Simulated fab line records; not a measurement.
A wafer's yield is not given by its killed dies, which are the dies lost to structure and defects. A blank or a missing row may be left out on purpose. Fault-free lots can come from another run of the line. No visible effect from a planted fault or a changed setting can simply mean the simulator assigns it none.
fab line records    flow n5Finfet
record lots=5  wafers=15  lastDay=18
route steps=1938 shown BEOL_M3@945
lots with no fault: from the same line, run without faults
startH: the number of hours between the record's first day and the start of the first shown wafer of the lot    waitH: hours since the lot's step before    " as in the row above    L1.1+2: one row covering several wafers at once    - no value, or no start given    * or withheld: withheld    < > ~ a bound
route shown NAME@n: a module of which the file shows steps, and the number in the route of the first    usual: mean/standard deviation taken from wafers without a fault    same: alike in all rows    chamber/n: place in a boat    sites: readings site by site    _std_site: standard deviation of those values    _edge_site: mean of outer sites minus mean of inner sites    radiusMm: how far each site lies from the wafer's centre    mask NAME#n: copy n    behind: the last tool/chamber to shape the wafer    hold: why the lot went on hold/how many hours it stayed there/how the hold came to an end    device: which transistor (n, p or np) failed to switch    end of line: at the end of the route, the tests of the same wafers    a step given without rows: its recipe and nothing more    killed: at the first sort, the dies lost to defects and structure; wafer yield is something else    map: a wafer's dies, x killed, . not, _ none there
set.NAME: the run value of the setting; set.NAME@STEP: its run value at that earlier step    model.NAME: the simulator's own value behind a step, which no gauge read
lots at selected steps of the route; one table per step, one row per wafer
services: when a tool's chamber went out of use (startH, in hours from the record's first day, below 0 if earlier), for how many hours, and the reason
## steps
# step N5_BEOL_M3_OVL_MEAS_12
# recipe pointsPerWafer=522
# usual M3_OVL=0.3/0.76
lot.wafer  tool        chamber  startH  waitH  M3_OVL[nm]
L076.1     overlay-02  0        151.73  0.0    0.1
L076.2     "           0        "       "      0.9
L076.5     "           0        "       "      0.6
L080.2     overlay-02  0        180.38  0.0    -2.2
L080.4     "           0        "       "      -0.8
L080.5     "           0        "       "      -0.4
L084.1     overlay-01  0        209.45  0.0    1.0
L084.2     "           0        "       "      0.7
L084.4     "           0        "       "      0.9
L088.1     overlay-02  0        267.24  0.0    0.4
L088.3     "           0        "       "      1.1
L088.4     "           0        "       "      1.4
L095.2     overlay-02  0        287.88  0.0    0.9
L095.5     "           0        "       "      1.1
L095.6     "           0        "       "      0.5
# step N5_BEOL_M3_INSPECT_13
# recipe mode=adi  inspectInstrument=brightfield
# usual rawDefectCount=410/96
lot.wafer  tool              chamber  startH  waitH  rawDefectCount
L076.1     defectInspect-02  -        151.79  0.1    522
L076.2     "                 -        "       "      383
L076.5     "                 -        "       "      469
L080.2     defectInspect-01  -        180.43  0.0    595
L080.4     "                 -        "       "      476
L080.5     "                 -        "       "      470
L084.1     defectInspect-01  -        209.51  0.1    327
L084.2     "                 -        "       "      298
L084.4     "                 -        "       "      424
L088.1     defectInspect-02  -        267.30  0.1    398
L088.3     "                 -        "       "      338
L088.4     "                 -        "       "      344
L095.2     defectInspect-01  -        287.94  0.0    421
L095.5     "                 -        "       "      394
L095.6     "                 -        "       "      461
# step N5_BEOL_M3_DESCUM_16
# recipe chemistry=O2  timeS=7  sourcePowerW=50  biasPowerW=20  pressureMtorr=20  rfFrequencyHz=2.712e+07  tempC=40  resist=CAR-EUV  o2FlowSccm=225
# usual drypumpMotorCurrentA=5.9/0.7  o2FlowSccm=225.1/0.74  oesProductAu=0.77/0.06  rfVppV=242.8/1.2  showerheadPlenumPTorr=2.07/0.054  throttleValvePct=20.30/0.19
# same timeS=7
lot.wafer  tool        chamber  startH  waitH  drypumpMotorCurrentA  o2FlowSccm  oesProductAu  rfHoursCounterH  rfVppV  showerheadPlenumPTorr  throttleValvePct
L076.1     rieDiel-01  1        151.82  0.0    4.9                   225.5       0.71          188              242.9   1.99                   20.36
L076.2     "           2        "       "      5.2                   225.2       0.73          151              243.4   2.08                   20.00
L076.5     "           2        "       "      5.2                   226.2       0.73          -                243.0   2.08                   19.99
L080.2     rieDiel-01  1        180.46  0.0    4.9                   226.6       0.70          197              240.3   1.98                   20.38
L080.4     "           3        "       "      6.4                   224.2       0.86          42               242.9   2.05                   20.36
L080.5     "           3        "       "      6.4                   225.3       0.87          -                243.0   2.05                   20.36
L084.1     rieDiel-01  0        209.55  0.0    5.6                   225.2       0.79          127              243.1   2.11                   20.55
L084.2     "           2        "       "      5.2                   224.2       0.72          171              242.9   2.07                   20.03
L084.4     "           2        "       "      5.2                   224.9       0.71          -                242.4   2.07                   20.03
L088.1     rieDiel-01  0        267.33  0.0    5.6                   224.9       0.78          145              244.9   2.11                   20.58
L088.3     "           3        "       "      6.4                   224.4       0.84          62               243.0   2.04                   20.38
L088.4     "           1        "       "      4.9                   225.9       0.68          222              242.4   1.98                   20.43
L095.2     rieDiel-03  1        287.98  0.0    5.3                   225.5       0.80          73               242.6   2.12                   19.94
L095.5     "           2        "       "      6.6                   225.3       0.73          -                241.2   2.00                   20.63
L095.6     "           3        "       "      6.4                   224.5       0.71          -                242.6   2.04                   20.33
# step N5_BEOL_M3_ETCH_74
# recipe chemistry=N2/H2  target=underlayer  targetDepthA=65  maskMaterial=CAR-EUV  timeS=5.2  ionEnergyEv=200  pressureMtorr=30  sourceW=840  biasW=150  n2FlowSccm=200  h2FlowSccm=200  ends=cleared
# usual drypumpMotorCurrentA=5.9/0.7  etchRfOnTimeS=5.27/0.12  n2FlowSccm=200.0/0.59  oesProductAu=0.65/0.05  rfVppV=523.4/2.1  showerheadPlenumPTorr=2.52/0.072  throttleValvePct=17.75/0.23
lot.wafer  tool        chamber  startH  waitH  drypumpMotorCurrentA  etchRfOnTimeS  n2FlowSccm  oesProductAu  rfHoursCounterH  rfVppV  showerheadPlenumPTorr  throttleValvePct
L076.1     rieDiel-01  1        151.86  0.0    4.9                   5.35           200.3       0.60          188              522.0   2.41                   17.89
L076.2     "           2        "       "      5.2                   5.31           199.6       0.64          151              523.7   2.54                   17.56
L076.5     "           2        "       "      5.2                   5.36           199.7       0.62          -                523.0   2.54                   17.58
L080.2     rieDiel-01  1        180.50  0.0    4.9                   5.33           200.4       0.60          197              521.4   2.41                   17.95
L080.4     "           3        "       "      6.4                   5.27           199.9       0.75          42               523.0   2.49                   17.76
L080.5     "           3        "       "      6.4                   5.24           199.2       0.74          -                521.2   2.49                   17.75
L084.1     rieDiel-01  0        209.58  0.0    5.6                   5.08           199.8       0.68          127              523.9   2.56                   17.84
L084.2     "           2        "       "      5.2                   5.25           201.1       0.61          171              521.9   2.53                   17.59
L084.4     "           2        "       "      5.2                   5.28           200.8       0.60          -                526.2   2.53                   17.64
L088.1     rieDiel-01  0        267.37  0.0    5.6                   5.07           200.6       0.67          145              525.0   2.55                   17.87
L088.3     "           3        "       "      6.4                   5.36           198.6       0.70          62               521.8   2.48                   17.80
L088.4     "           1        "       "      4.9                   5.39           199.6       0.58          222              519.7   2.40                   17.96
L095.2     rieDiel-03  1        288.02  0.0    5.3                   5.28           200.4       0.68          73               524.8   2.57                   17.29
L095.5     "           2        "       "      6.6                   5.26           200.0       0.63          -                521.5   2.41                   17.98
L095.6     "           3        "       "      6.5                   5.11           199.4       0.61          -                521.4   2.52                   18.05
# step N5_BEOL_M3_ETCH_63
# recipe chemistry=CF4  target=SiARC  targetDepthA=156  maskMaterial=CAR-EUV  timeS=26  ionEnergyEv=80  pressureMtorr=40  sourceW=545  biasW=36  Ar_flow_sccm=100  cf4FlowSccm=100  ends=cleared
# usual drypumpMotorCurrentA=5.9/0.69  etchRfOnTimeS=26.4/0.65  mfcArSccm=100.00/0.27  oesProductAu=0.66/0.05  rfVppV=183.8/1  showerheadPlenumPTorr=2.12/0.052  throttleValvePct=15.52/0.19
lot.wafer  tool        chamber  startH  waitH  drypumpMotorCurrentA  etchRfOnTimeS  mfcArSccm  oesProductAu  rfHoursCounterH  rfVppV  showerheadPlenumPTorr  throttleValvePct
L076.1     rieDiel-01  1        151.87  0.0    4.9                   26.7           100.56     0.60          188              183.2   2.04                   15.67
L076.2     "           2        "       "      5.2                   27.0           100.00     0.61          151              183.1   2.15                   15.37
L076.5     "           2        "       "      5.2                   26.8           100.03     0.62          -                184.4   2.15                   15.37
L080.2     rieDiel-01  1        180.51  0.0    4.9                   26.9           100.43     0.60          197              183.0   2.04                   15.68
L080.4     "           3        "       "      6.4                   26.3           99.69      0.73          42               183.8   2.11                   15.52
L080.5     "           3        "       "      6.4                   26.3           100.09     0.75          -                182.6   2.11                   15.51
L084.1     rieDiel-01  0        209.60  0.0    5.6                   25.4           100.18     0.69          127              184.1   2.17                   15.76
L084.2     "           2        "       "      5.2                   27.0           99.91      0.60          171              183.7   2.14                   15.40
L084.4     "           2        "       "      5.2                   26.8           100.34     0.60          -                184.7   2.14                   15.41
L088.1     rieDiel-01  0        267.38  0.0    5.6                   25.3           99.77      0.68          145              184.6   2.16                   15.80
L088.3     "           3        "       "      6.4                   26.4           99.33      0.72          62               183.3   2.10                   15.55
L088.4     "           1        "       "      4.9                   27.2           99.66      0.58          222              182.7   2.03                   15.72
L095.2     rieDiel-03  1        288.03  0.0    5.3                   26.3           99.69      0.68          73               183.6   2.17                   15.17
L095.5     "           2        "       "      6.6                   26.0           100.20     0.63          -                182.3   2.04                   15.76
L095.6     "           3        "       "      6.5                   25.6           99.78      0.61          -                184.4   2.11                   15.70
# step N5_BEOL_M3_ETCH_64
# recipe chemistry=N2/H2  target=SOC  targetDepthA=750  overetchA=150  maskMaterial=SiARC  tempC=40  timeS=112.5  ionEnergyEv=200  pressureMtorr=30  sourceW=840  biasW=150  n2FlowSccm=200  h2FlowSccm=200
# usual drypumpMotorCurrentA=5.9/0.7  n2FlowSccm=200.0/0.63  oesProductAu=0.61/0.047  rfVppV=523.2/2  showerheadPlenumPTorr=2.52/0.072  throttleValvePct=17.71/0.22
# same timeS=112.5
lot.wafer  tool        chamber  startH  waitH  drypumpMotorCurrentA  n2FlowSccm  oesProductAu  rfHoursCounterH  rfVppV  showerheadPlenumPTorr  throttleValvePct
L076.1     rieDiel-01  1        151.90  0.0    4.9                   199.0       0.57          188              521.4   2.41                   17.86
L076.2     "           2        "       "      5.2                   200.2       0.58          151              523.3   2.54                   17.54
L076.5     "           2        "       "      5.2                   200.6       0.58          -                521.9   2.54                   17.53
L080.2     rieDiel-01  1        180.54  0.0    4.9                   199.2       0.56          197              519.3   2.41                   17.88
L080.4     "           3        "       "      6.4                   200.0       0.69          42               523.0   2.49                   17.71
L080.5     "           3        "       "      6.4                   201.6       0.69          -                522.0   2.49                   17.73
L084.1     rieDiel-01  0        209.63  0.0    5.6                   200.0       0.62          127              524.6   2.55                   17.79
L084.2     "           2        "       "      5.2                   200.6       0.57          171              523.7   2.53                   17.57
L084.4     "           2        "       "      5.2                   201.5       0.57          -                524.1   2.53                   17.58
L088.1     rieDiel-01  0        267.41  0.0    5.6                   200.1       0.61          145              524.1   2.55                   17.80
L088.3     "           3        "       "      6.4                   199.9       0.67          62               522.9   2.48                   17.75
L088.4     "           1        "       "      4.9                   200.0       0.55          222              519.6   2.40                   17.93
L095.2     rieDiel-03  1        288.06  0.0    5.3                   199.7       0.65          73               525.0   2.57                   17.27
L095.5     "           2        "       "      6.6                   201.0       0.58          -                521.7   2.41                   17.93
L095.6     "           3        "       "      6.4                   199.8       0.56          -                521.8   2.52                   18.02
# step N5_BEOL_M3_STRIP_65
# recipe chemistry=N2/H2  tempC=40  n2FlowSccm=200  h2FlowSccm=200  rfFrequencyHz=6e+07
lot.wafer   tool        chamber  startH  waitH
L076.1+2+5  rieDiel-01  1,2,2    152.01  0.1
L080.2+4+5  rieDiel-01  1,3,3    180.65  0.1
L084.1+2+4  rieDiel-01  0,2,2    209.73  0.1
L088.1+3+4  rieDiel-01  0,3,1    267.52  0.1
L095.2+5+6  rieDiel-03  1,2,3    288.17  0.1
# step N5_BEOL_M3_STRIP_75
# recipe chemistry=N2/H2  tempC=40  n2FlowSccm=200  h2FlowSccm=200  rfFrequencyHz=6e+07
lot.wafer   tool        chamber  startH  waitH
L076.1+2+5  rieDiel-01  1,2,2    152.02  0.0
L080.2+4+5  rieDiel-01  1,3,3    180.66  0.0
L084.1+2+4  rieDiel-01  0,2,2    209.74  0.0
L088.1+3+4  rieDiel-01  0,3,1    267.53  0.0
L095.2+5+6  rieDiel-03  1,2,3    288.18  0.0
# step N5_BEOL_M3_STRIP_66
# recipe chemistry=CF4  resist=SiARC  powerW=300  biasPowerW=75  pressureMtorr=50  cf4FlowSccm=150  rfFrequencyHz=6e+07
# usual drypumpMotorCurrentA=5.9/0.69  oesProductAu=0.77/0.057  rfVppV=270.8/1.3  showerheadPlenumPTorr=1.78/0.043  throttleValvePct=13.51/0.21
lot.wafer  tool        chamber  startH  waitH  drypumpMotorCurrentA  oesProductAu  rfHoursCounterH  rfVppV  showerheadPlenumPTorr  throttleValvePct
L076.1     rieDiel-01  1        152.03  0.0    4.9                   0.71          189              269.3   1.71                   13.66
L076.2     "           2        "       "      5.2                   0.73          151              270.5   1.80                   13.36
L076.5     "           2        "       "      5.2                   0.73          -                272.9   1.80                   13.36
L080.2     rieDiel-01  1        180.67  0.0    4.8                   0.70          197              269.3   1.71                   13.67
L080.4     "           3        "       "      6.4                   0.86          42               269.9   1.77                   13.48
L080.5     "           3        "       "      6.4                   0.87          -                269.1   1.77                   13.46
L084.1     rieDiel-01  0        209.75  0.0    5.6                   0.78          127              270.1   1.82                   13.73
L084.2     "           2        "       "      5.2                   0.72          171              272.4   1.79                   13.41
L084.4     "           2        "       "      5.2                   0.71          -                269.6   1.79                   13.41
L088.1     rieDiel-01  0        267.54  0.0    5.6                   0.76          145              272.3   1.81                   13.78
L088.3     "           3        "       "      6.4                   0.83          62               270.6   1.76                   13.52
L088.4     "           1        "       "      4.9                   0.69          222              269.2   1.70                   13.72
L095.2     rieDiel-03  1        288.19  0.0    5.3                   0.81          73               270.5   1.81                   13.15
L095.5     "           2        "       "      6.6                   0.73          -                268.9   1.71                   13.76
L095.6     "           3        "       "      6.5                   0.70          -                270.6   1.77                   13.76
# step N5_BEOL_M3_HM_OPEN_17
# recipe chemistry=Cl2/BCl3  targetDepthA=200  overetchA=60  target=TiN  maskMaterial=SOC  ionEnergyEv=150  pressureMtorr=10  icpW=1000  biasW=126  Cl2_flow_sccm=53.25  bcl3FlowSccm=21.75  Ar_flow_sccm=25
# usual drypumpMotorCurrentA=5.6/0.62  mfcArSccm=24.99/0.072  oesProductAu=0.69/0.08  throttleValvePct=22.06/0.14
lot.wafer  tool         chamber  startH  waitH  drypumpMotorCurrentA  mfcArSccm  oesProductAu  rfHoursCounterH  throttleValvePct
L076.1     rieMetal-02  1        152.07  0.0    6.0                   24.98      0.62          70               22.25
L076.2     "            0        "       "      5.3                   25.07      0.55          113              22.24
L076.5     "            0        "       "      5.3                   25.12      0.55          -                22.25
L080.2     rieMetal-02  1        180.71  0.0    6.1                   24.90      0.61          73               22.28
L080.4     "            1        "       "      6.1                   25.02      0.61          -                22.26
L080.5     "            0        "       "      5.3                   25.03      0.55          -                22.24
L084.1     rieMetal-01  0        209.79  0.0    4.6                   25.04      0.78          10               21.94
L084.2     "            1        "       "      5.9                   24.96      0.76          8                21.89
L084.4     "            1        "       "      5.9                   24.94      0.76          -                21.92
L088.1     rieMetal-01  1        267.58  0.0    5.9                   24.88      0.73          14               21.95
L088.3     "            1        "       "      5.8                   24.98      0.73          -                21.93
L088.4     "            0        "       "      4.6                   25.00      0.75          -                21.98
L095.2     rieMetal-02  1        288.26  0.1    6.1                   25.01      0.59          -                22.30
L095.5     "            1        "       "      6.1                   24.94      0.60          -                22.29
L095.6     "            1        "       "      6.1                   24.98      0.60          -                22.29
# step N5_BEOL_M3_STRIP_19
# recipe chemistry=O2  powerW=400  tempC=40  pressureMtorr=30  rfFrequencyHz=6e+07  biasPowerW=0  overashFraction=0.2  o2FlowSccm=225
# usual drypumpMotorCurrentA=5.8/0.71  o2FlowSccm=224.8/0.66  oesProductAu=0.76/0.064  rfVppV=3.6/0.47  showerheadPlenumPTorr=2.07/0.055  throttleValvePct=16.55/0.19
lot.wafer  tool        chamber  startH  waitH  drypumpMotorCurrentA  o2FlowSccm  oesProductAu  rfHoursCounterH  rfVppV  showerheadPlenumPTorr  throttleValvePct
L076.1     rieDiel-04  2        152.21  0.1    6.5                   224.1       0.95          4                3.8     2.08                   16.40
L076.2     "           3        "       "      6.7                   224.7       0.85          55               3.5     2.05                   16.53
L076.5     "           1        "       "      4.7                   224.7       0.75          -                3.9     2.19                   16.53
L080.2     rieDiel-04  1        180.82  0.1    4.7                   224.0       0.75          160              4.1     2.18                   16.56
L080.4     "           2        "       "      6.5                   225.8       0.91          15               3.4     2.07                   16.42
L080.5     "           1        "       "      4.7                   224.4       0.74          -                3.9     2.18                   16.55
L084.1     rieDiel-01  2        209.90  0.1    5.2                   225.1       0.71          171              2.7     2.07                   16.32
L084.2     "           0        "       "      5.6                   224.1       0.79          128              3.6     2.12                   16.79
L084.4     "           1        "       "      4.9                   225.1       0.70          -                3.5     1.99                   16.71
L088.1     rieDiel-03  3        267.77  0.2    6.4                   225.1       0.71          223              4.9     2.04                   16.63
L088.3     "           2        "       "      6.6                   225.0       0.74          198              3.2     2.01                   16.90
L088.4     "           0        "       "      6.4                   226.2       0.79          113              3.4     2.10                   16.50
L095.2     rieDiel-01  1        288.43  0.1    4.9                   225.6       0.69          227              3.8     1.98                   16.76
L095.5     "           3        "       "      6.4                   224.9       0.83          -                2.9     2.04                   16.59
L095.6     "           2        "       "      5.2                   225.6       0.70          -                3.0     2.07                   16.38
# step N5_BEOL_M3_CD_MEAS_18
# recipe pitchNm=36  targetCdNm=18
# usual cdNm=17.9/0.36
lot.wafer  tool      chamber  startH  waitH  cdNm
L076.1     cdSem-02  -        152.28  0.0    17.8
L076.2     "         -        "       "      18.0
L076.5     "         -        "       "      17.5
L080.2     cdSem-02  -        180.89  0.1    17.9
L080.4     "         -        "       "      18.1
L080.5     "         -        "       "      17.8
L084.1     cdSem-03  -        209.97  0.0    18.2
L084.2     "         -        "       "      17.6
L084.4     "         -        "       "      18.2
L088.1     cdSem-03  -        267.84  0.0    17.8
L088.3     "         -        "       "      17.7
L088.4     "         -        "       "      17.8
L095.2     cdSem-01  -        288.50  0.1    18.2
L095.5     "         -        "       "      18.4
L095.6     "         -        "       "      18.6
# step N5_BEOL_M3_COAT_67
# recipe resist=SOC  tempC=250  timeS=60  spinRpm=1500  resistThkNm=60
# usual resistLineTempC=22.98/0.096
# same timeS=60
lot.wafer  tool           chamber  startH  waitH  resistLineTempC
L076.1     lithoTrack-02  0        152.32  0.0    22.87
L076.2     "              0        "       "      23.10
L076.5     "              0        "       "      22.85
L080.2     lithoTrack-02  0        180.93  0.0    22.93
L080.4     "              0        "       "      22.89
L080.5     "              0        "       "      22.99
L084.1     lithoTrack-05  0        210.01  0.0    23.08
L084.2     "              0        "       "      22.96
L084.4     "              0        "       "      23.08
L088.1     lithoTrack-02  0        267.88  0.0    22.87
L088.3     "              0        "       "      22.97
L088.4     "              0        "       "      22.98
L095.2     lithoTrack-03  0        288.54  0.0    23.06
L095.5     "              0        "       "      23.10
L095.6     "              0        "       "      23.16
# step N5_BEOL_M3_COAT_68
# recipe resist=SiARC  tempC=220  timeS=60  spinRpm=1500  resistThkNm=12
# usual resistLineTempC=22.99/0.11
# same timeS=60
lot.wafer  tool           chamber  startH  waitH  resistLineTempC
L076.1     lithoTrack-02  0        -       -      22.98
L076.2     "              0        "       "      22.96
L076.5     "              0        "       "      23.07
L080.2     lithoTrack-02  0        -       -      22.84
L080.4     "              0        "       "      23.01
L080.5     "              0        "       "      23.00
L084.1     lithoTrack-05  0        -       -      23.07
L084.2     "              0        "       "      22.92
L084.4     "              0        "       "      23.11
L088.1     lithoTrack-02  0        -       -      23.11
L088.3     "              0        "       "      23.16
L088.4     "              0        "       "      22.93
L095.2     lithoTrack-03  0        -       -      22.97
L095.5     "              0        "       "      23.09
L095.6     "              0        "       "      22.94
# step N5_BEOL_M3_COAT_76
# recipe resist=underlayer  tempC=205  timeS=60  spinRpm=1500  resistThkNm=5
# usual resistLineTempC=23.00/0.11
# same timeS=60
lot.wafer  tool           chamber  startH  waitH  resistLineTempC
L076.1     lithoTrack-02  0        -       -      23.15
L076.2     "              0        "       "      23.04
L076.5     "              0        "       "      22.96
L080.2     lithoTrack-02  0        -       -      23.12
L080.4     "              0        "       "      23.16
L080.5     "              0        "       "      23.13
L084.1     lithoTrack-05  0        -       -      23.00
L084.2     "              0        "       "      23.08
L084.4     "              0        "       "      23.04
L088.1     lithoTrack-02  0        -       -      22.97
L088.3     "              0        "       "      23.13
L088.4     "              0        "       "      23.12
L095.2     lithoTrack-03  0        -       -      23.20
L095.5     "              0        "       "      23.02
L095.6     "              0        "       "      23.01
# step N5_BEOL_M3_COAT_22
# recipe resist=CAR-EUV  spinRpm=1500  resistThkNm=30
# usual resistLineTempC=23.02/0.11
lot.wafer  tool           chamber  startH  waitH  resistLineTempC
L076.1     lithoTrack-02  0        -       -      22.99
L076.2     "              0        "       "      22.85
L076.5     "              0        "       "      22.86
L080.2     lithoTrack-02  0        -       -      23.12
L080.4     "              0        "       "      23.15
L080.5     "              0        "       "      23.13
L084.1     lithoTrack-05  0        -       -      22.90
L084.2     "              0        "       "      23.06
L084.4     "              0        "       "      23.04
L088.1     lithoTrack-02  0        -       -      22.98
L088.3     "              0        "       "      23.03
L088.4     "              0        "       "      23.06
L095.2     lithoTrack-03  0        -       -      22.93
L095.5     "              0        "       "      22.92
L095.6     "              0        "       "      23.11
# step N5_BEOL_M3_EBR_24
# recipe solvent=PGMEA  ebrWidthMm=1.5
# usual resistLineTempC=22.98/0.096
lot.wafer  tool           chamber  startH  waitH  resistLineTempC
L076.1     lithoTrack-02  0        -       -      23.19
L076.2     "              0        "       "      22.96
L076.5     "              0        "       "      23.06
L080.2     lithoTrack-02  0        -       -      23.08
L080.4     "              0        "       "      23.16
L080.5     "              0        "       "      22.93
L084.1     lithoTrack-05  0        -       -      22.90
L084.2     "              0        "       "      22.75
L084.4     "              0        "       "      23.05
L088.1     lithoTrack-02  0        -       -      22.99
L088.3     "              0        "       "      23.01
L088.4     "              0        "       "      22.98
L095.2     lithoTrack-03  0        -       -      23.02
L095.5     "              0        "       "      23.20
L095.6     "              0        "       "      23.04
# step N5_BEOL_M3_SOFTBAKE_23
# recipe tempC=110  timeS=60  resist=CAR-EUV
# usual resistLineTempC=23.00/0.1
# same timeS=60
lot.wafer  tool           chamber  startH  waitH  resistLineTempC
L076.1     lithoTrack-02  0        -       -      23.08
L076.2     "              0        "       "      23.06
L076.5     "              0        "       "      23.05
L080.2     lithoTrack-02  0        -       -      23.06
L080.4     "              0        "       "      22.95
L080.5     "              0        "       "      23.03
L084.1     lithoTrack-05  0        -       -      23.06
L084.2     "              0        "       "      23.03
L084.4     "              0        "       "      22.98
L088.1     lithoTrack-02  0        -       -      23.14
L088.3     "              0        "       "      23.08
L088.4     "              0        "       "      23.13
L095.2     lithoTrack-03  0        -       -      23.09
L095.5     "              0        "       "      23.32
L095.6     "              0        "       "      23.16
## services
tool           chamber  startH  hours  kind
rieDiel-01     1        136.98  6.2    repair
lithoTrack-05  -        157.26  -      consumableReplace:filter
rieDiel-04     3        157.82  7.7    repair
rieDiel-01     3        159.74  5.1    repair
rieDiel-04     0        164.51  10.8   repair
rieDiel-01     0        192.03  15.2   repair
rieMetal-02    -        192.83  2.7    repair
rieDiel-01     3        199.51  13.7   repair
rieDiel-01     1        203.97  4.9    repair
rieMetal-02    -        206.77  2.8    pm
rieMetal-02    0        232.25  1.0    repair
rieDiel-01     3        233.71  4.6    repair
rieMetal-02    0        244.69  22.3   repair
rieMetal-02    -        246.99  1.4    pm
rieDiel-03     -        247.81  0.9    repair
rieMetal-02    0        267.03  -      clean
rieMetal-02    0        267.03  16.1   scheduledDown
rieMetal-02    0        267.03  16.1   ventCycle
rieMetal-02    0        284.74  9.4    repair
## key
fault none
